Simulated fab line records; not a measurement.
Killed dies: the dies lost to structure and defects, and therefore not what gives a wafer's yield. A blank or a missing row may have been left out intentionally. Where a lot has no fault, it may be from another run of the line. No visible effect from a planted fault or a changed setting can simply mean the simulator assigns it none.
What tool caused it? | flow n5 finfet | 60 wafers from 20 lots sampled at 3 of the route's 1938 steps

== WHAT EACH GAUGE READ, for each wafer ==
N5_DUMMY_GATE_CD_MEAS_24: target cd 15 nm. Usual: cd nm 14.9 nm, standard deviation 0.43.
lot  | measured    | on        | cd nm (nm)     | flag
L074 | day 2 22:48 | cd sem-02 | 14.9 15.3 15.0 |
L075 | day 3 05:34 | cd sem-02 | 15.2 15.3 14.9 |
L076 | day 3 11:24 | cd sem-03 | 14.3 14.9 15.3 |
L077 | day 3 16:54 | cd sem-02 | 14.0 14.7 15.1 |
L078 | day 4 01:22 | cd sem-03 | 14.5 14.5 15.1 |
L079 | day 4 04:58 | cd sem-03 | 14.6 14.6 14.6 |
L081 | day 4 16:59 | cd sem-01 | 14.8 14.9 14.8 |
L082 | day 5 00:20 | cd sem-01 | 14.4 14.9 15.0 |
L083 | day 5 05:47 | cd sem-01 | 15.0 14.5 14.6 |
L084 | day 5 12:16 | cd sem-02 | 14.9 14.9 15.0 |
L086 | day 6 07:33 | cd sem-01 | 14.4 14.6 14.9 |
L087 | day 6 10:20 | cd sem-02 | 15.5 15.1 14.3 |
L088 | day 6 11:25 | cd sem-01 | 14.7 15.1 14.8 |
L089 | day 6 20:19 | cd sem-03 | 15.5 15.2 15.5 |
L091 | day 7 04:18 | cd sem-03 | 13.9 15.0 15.0 |
L092 | day 7 12:42 | cd sem-03 | 15.4 14.5 15.2 |
L093 | day 7 18:22 | cd sem-01 | 15.3 14.6 14.6 |
L094 | day 7 23:58 | cd sem-03 | 14.8 15.7 15.0 |
L096 | day 8 11:25 | cd sem-03 | 15.0 14.8 14.8 |
L097 | day 8 18:13 | cd sem-01 | 15.6 15.2 14.9 |

== WHICH TOOL RAN EACH LOT (tool, then ch and the chambers of the sampled wafers, then the start) ==
lot  | N5_DUMMY_GATE_ETCH_29             | N5_DUMMY_GATE_ETCH_37
L074 | rie diel-01 ch 0,1,2, day 2 22:00 | rie diel-01 ch 0,1,2, day 2 22:05
L075 | rie diel-04 ch 0,1, day 3 04:35   | rie diel-04 ch 0,1, day 3 04:40
L076 | rie diel-04 ch 1,2, day 3 10:36   | rie diel-04 ch 1,2, day 3 10:41
L077 | rie diel-01 ch 0,2, day 3 16:05   | rie diel-01 ch 0,2, day 3 16:10
L078 | rie diel-04 ch 0,2,3, day 4 00:34 | rie diel-04 ch 0,2,3, day 4 00:38
L079 | rie diel-04 ch 0,2,3, day 4 03:55 | rie diel-04 ch 0,2,3, day 4 03:59
L081 | rie diel-04 ch 0,3, day 4 16:08   | rie diel-04 ch 0,3, day 4 16:13
L082 | rie diel-04 ch 0,1,3, day 4 23:13 | rie diel-04 ch 0,1,3, day 4 23:17
L083 | rie diel-06 ch 2,3, day 5 04:58   | rie diel-06 ch 2,3, day 5 05:03
L084 | rie diel-04 ch 0,1, day 5 11:16   | rie diel-04 ch 0,1, day 5 11:20
L086 | rie diel-04 ch 0,1,2, day 6 06:44 | rie diel-04 ch 0,1,2, day 6 06:49
L087 | rie diel-06 ch 1,2,3, day 6 09:32 | rie diel-06 ch 1,2,3, day 6 09:37
L088 | rie diel-04 ch 1,2,3, day 6 10:37 | rie diel-04 ch 1,2,3, day 6 10:42
L089 | rie diel-06 ch 2,3, day 6 19:30   | rie diel-06 ch 2,3, day 6 19:35
L091 | rie diel-04 ch 1,2,3, day 7 03:29 | rie diel-04 ch 1,2,3, day 7 03:34
L092 | rie diel-04 ch 1,2,3, day 7 11:53 | rie diel-04 ch 1,2,3, day 7 11:58
L093 | rie diel-04 ch 0,1,2, day 7 17:34 | rie diel-04 ch 0,1,2, day 7 17:38
L094 | rie diel-01 ch 1,3, day 7 23:09   | rie diel-01 ch 1,3, day 7 23:14
L096 | rie diel-04 ch 1,2, day 8 10:37   | rie diel-04 ch 1,2, day 8 10:41
L097 | rie diel-06 ch 0,1, day 8 17:24   | rie diel-06 ch 0,1, day 8 17:29
- N5_DUMMY_GATE_ETCH_29: etches underlayer in N2/H2, target depth 13 nm.
- N5_DUMMY_GATE_ETCH_37: etches SOC in N2/H2, target depth 60 nm, overetch 30 nm.

== WHAT THE TOOLS THEMSELVES READ (means of the sampled wafers that have a number; where no wafer has one, the mark that the record gives instead) ==
N5_DUMMY_GATE_ETCH_29. Usual: value, then standard deviation, for each; chamber pressure mTorr 30.002 mTorr / 0.027; drypump motor current A 5.9 A / 0.4; n2 flow sccm 200.0 sccm / 0.66; oes product au 0.79 a.u. / 0.1; rf vpp V 524.1 V / 2.5; showerhead plenum p Torr 2.55 Torr / 0.082; throttle valve pct 17.88 % / 0.29.
lot  | tool        | chamber pressure mTorr (mTorr) | drypump motor current A (A) | n2 flow sccm (sccm) | oes product au (a.u.) | rf vpp V (V) | showerhead plenum p Torr (Torr) | throttle valve pct (%) | flag
L074 | rie diel-01 | 29.955                         | 6.1                         | 199.6               | 0.81                  | 521.7        | 2.50                            | 17.98                  |
L075 | rie diel-04 | 30.024                         | 6.1                         | 200.6               | 0.74                  | 525.0        | 2.60                            | 18.13                  |
L076 | rie diel-04 | 30.025                         | 6.0                         | 199.8               | 0.70                  | 524.0        | 2.54                            | 18.17                  |
L077 | rie diel-01 | 30.000                         | 6.1                         | 199.8               | 0.77                  | 523.3        | 2.55                            | 18.05                  |
L078 | rie diel-04 | 29.995                         | 5.6                         | 200.2               | 0.82                  | 524.3        | 2.56                            | 17.85                  |
L079 | rie diel-04 | 30.007                         | 5.6                         | 199.3               | 0.82                  | 524.4        | 2.56                            | 17.84                  |
L081 | rie diel-04 | 29.973                         | 5.4                         | 199.6               | 0.92                  | 525.3        | 2.59                            | 17.74                  |
L082 | rie diel-04 | 30.014                         | 5.7                         | 200.4               | 0.82                  | 524.3        | 2.59                            | 17.95                  |
L083 | rie diel-06 | 30.018                         | 5.9                         | 199.3               | 0.76                  | 521.2        | 2.44                            | 17.59                  |
L084 | rie diel-04 | 29.997                         | 6.1                         | 200.3               | 0.73                  | 525.9        | 2.59                            | 18.16                  |
L086 | rie diel-04 | 29.987                         | 6.0                         | 199.8               | 0.80                  | 524.8        | 2.55                            | 17.93                  |
L087 | rie diel-06 | 30.000                         | 5.8                         | 200.1               | 0.71                  | 523.3        | 2.53                            | 17.69                  |
L088 | rie diel-04 | 29.982                         | 5.8                         | 200.2               | 0.86                  | 524.2        | 2.56                            | 17.96                  |
L089 | rie diel-06 | 30.021                         | 5.6                         | 200.1               | 0.70                  | 522.9        | 2.53                            | 17.73                  |
L091 | rie diel-04 | 29.992                         | 5.8                         | 200.5               | 0.85                  | 523.9        | 2.56                            | 17.96                  |
L092 | rie diel-04 | 30.004                         | 5.8                         | 199.6               | 0.85                  | 524.6        | 2.56                            | 17.97                  |
L093 | rie diel-04 | 29.981                         | 6.0                         | 199.6               | 0.79                  | 524.1        | 2.54                            | 17.95                  |
L094 | rie diel-01 | 29.977                         | 6.3                         | 199.6               | 0.79                  | 525.0        | 2.60                            | 18.11                  |
L096 | rie diel-04 | 29.978                         | 6.1                         | 200.0               | 0.84                  | 524.0        | 2.53                            | 17.93                  |
L097 | rie diel-06 | 30.003                         | 5.8                         | 199.7               | 0.76                  | 525.0        | 2.57                            | 17.59                  |

N5_DUMMY_GATE_ETCH_37. Usual: value, then standard deviation, for each; chamber pressure mTorr 30.00 mTorr / 0.042; drypump motor current A 5.9 A / 0.41; n2 flow sccm 200.0 sccm / 0.69; oes product au 0.62 a.u. / 0.074; rf vpp V 524.1 V / 2.4; showerhead plenum p Torr 2.55 Torr / 0.082; throttle valve pct 17.81 % / 0.3.
lot  | tool        | chamber pressure mTorr (mTorr) | drypump motor current A (A) | n2 flow sccm (sccm) | oes product au (a.u.) | rf vpp V (V) | showerhead plenum p Torr (Torr) | throttle valve pct (%) | flag
L074 | rie diel-01 | 29.99                          | 6.1                         | 199.9               | 0.63                  | 522.5        | 2.50                            | 17.91                  |
L075 | rie diel-04 | 30.01                          | 6.1                         | 200.0               | 0.59                  | 525.2        | 2.60                            | 18.06                  |
L076 | rie diel-04 | 29.98                          | 6.1                         | 200.0               | 0.56                  | 522.7        | 2.54                            | 18.10                  |
L077 | rie diel-01 | 30.00                          | 6.1                         | 200.2               | 0.60                  | 523.0        | 2.55                            | 17.96                  |
L078 | rie diel-04 | 29.98                          | 5.6                         | 200.2               | 0.64                  | 524.0        | 2.56                            | 17.77                  |
L079 | rie diel-04 | 30.00                          | 5.6                         | 200.2               | 0.64                  | 524.4        | 2.56                            | 17.78                  |
L081 | rie diel-04 | 30.01                          | 5.4                         | 199.5               | 0.70                  | 525.6        | 2.59                            | 17.67                  |
L082 | rie diel-04 | 30.00                          | 5.7                         | 199.9               | 0.64                  | 525.4        | 2.59                            | 17.88                  |
L083 | rie diel-06 | 29.99                          | 5.9                         | 200.1               | 0.60                  | 521.6        | 2.44                            | 17.53                  |
L084 | rie diel-04 | 30.00                          | 6.1                         | 199.6               | 0.58                  | 526.1        | 2.59                            | 18.10                  |
L086 | rie diel-04 | 30.00                          | 6.0                         | 200.2               | 0.65                  | 524.2        | 2.55                            | 17.87                  |
L087 | rie diel-06 | 30.01                          | 5.8                         | 199.8               | 0.57                  | 523.3        | 2.53                            | 17.62                  |
L088 | rie diel-04 | 29.98                          | 5.8                         | 199.5               | 0.68                  | 524.9        | 2.56                            | 17.89                  |
L089 | rie diel-06 | 30.02                          | 5.6                         | 199.3               | 0.56                  | 522.6        | 2.53                            | 17.67                  |
L091 | rie diel-04 | 30.02                          | 5.8                         | 200.0               | 0.67                  | 524.6        | 2.56                            | 17.90                  |
L092 | rie diel-04 | 30.00                          | 5.8                         | 199.7               | 0.67                  | 524.1        | 2.56                            | 17.90                  |
L093 | rie diel-04 | 29.98                          | 6.0                         | 200.3               | 0.63                  | 523.6        | 2.54                            | 17.88                  |
L094 | rie diel-01 | 30.01                          | 6.3                         | 199.5               | 0.62                  | 525.4        | 2.60                            | 18.05                  |
L096 | rie diel-04 | 30.00                          | 6.0                         | 200.1               | 0.67                  | 523.8        | 2.53                            | 17.88                  |
L097 | rie diel-06 | 29.97                          | 5.8                         | 200.3               | 0.60                  | 524.4        | 2.57                            | 17.52                  |

== THE ANSWER, worked out from the rows above alone ==
Rule: a lot is off if the mean of its wafers that have a number lies more than 3 standard deviations from the usual mean. Also off: a lot with no number at a reading for which 4 or more lots have one. All remaining lots with rows at the step are treated as sound. First the gauges in route order, then the tools' own readings, where a lot's mean is used as printed above. The first step at which some lot is off is used, and at that step the reading that is off furthest; a lot without a number counts as furthest.
No lot is off at any reading shown: from this, nothing can be told.

== WHAT THE SIMULATOR HAD INSERTED ==
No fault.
